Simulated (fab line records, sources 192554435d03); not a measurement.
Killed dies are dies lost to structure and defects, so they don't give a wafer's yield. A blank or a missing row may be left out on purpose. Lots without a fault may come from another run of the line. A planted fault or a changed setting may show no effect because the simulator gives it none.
Chamber matching | flow n5_finfet | N5_FIN_CUT_CUT_ETCH_28 on rie_si-02: 4 sister chambers
The step etches Si in HBr/Cl2/O2, target depth 6 nm, time 2.4 s. 8 wafers are shown with their chamber, then 8 later ones without.

WAFERS WITH THEIR CHAMBER
wafer  | chamber | throttle_valve_pct (%) | oes_product_au (a.u.)
L088.6 | 3       | 36.84                  | 1.001
L089.1 | 1       | 36.80                  | 0.974
L089.2 | 3       | 36.87                  | 0.985
L089.4 | 0       | 37.05                  | 0.973
L092.1 | 1       | 36.80                  | 0.970
L092.2 | 2       | 37.43                  | 0.985
L092.3 | 0       | 37.06                  | 0.964
L093.3 | 2       | 37.44                  | 0.989

WAFERS WITHOUT THEIR CHAMBER
wafer  | throttle_valve_pct (%) | oes_product_au (a.u.)
L093.4 | 36.84                  | 0.997
L093.6 | 37.04                  | 0.965
L094.1 | 36.84                  | 0.999
L094.4 | 36.80                  | 0.981
L094.6 | 36.84                  | 0.999
L097.1 | 36.81                  | 0.978
L097.4 | 36.85                  | 1.004
L097.6 | 36.79                  | 0.980

WHICH CHAMBER EACH WENT THROUGH
wafer  | from the rows above | in truth
L093.4 | 3                   | 3
L093.6 | 0                   | 0
L094.1 | 3                   | 3
L094.4 | 1                   | 1
L094.6 | 3                   | 3
L097.1 | 1                   | 1
L097.4 | 3                   | 3
L097.6 | 1                   | 1
Placed correctly: 8 of 8. Can't be placed from these rows: 0. Placed wrongly: 0.
How it was worked out, from the rows above alone: a wafer's distance from a chamber is the root of the sum, over the readings, of the square of ((its reading less the chamber's mean) divided by the reading's scatter). The wafer belongs to the nearest chamber; if the next one is less than 2 further off, it can't be placed. A chamber's mean is the mean of its shown wafers. The scatter: the root of (the sum of the squares of (reading less its chamber's mean) over the shown wafers, divided by (wafers less chambers)).
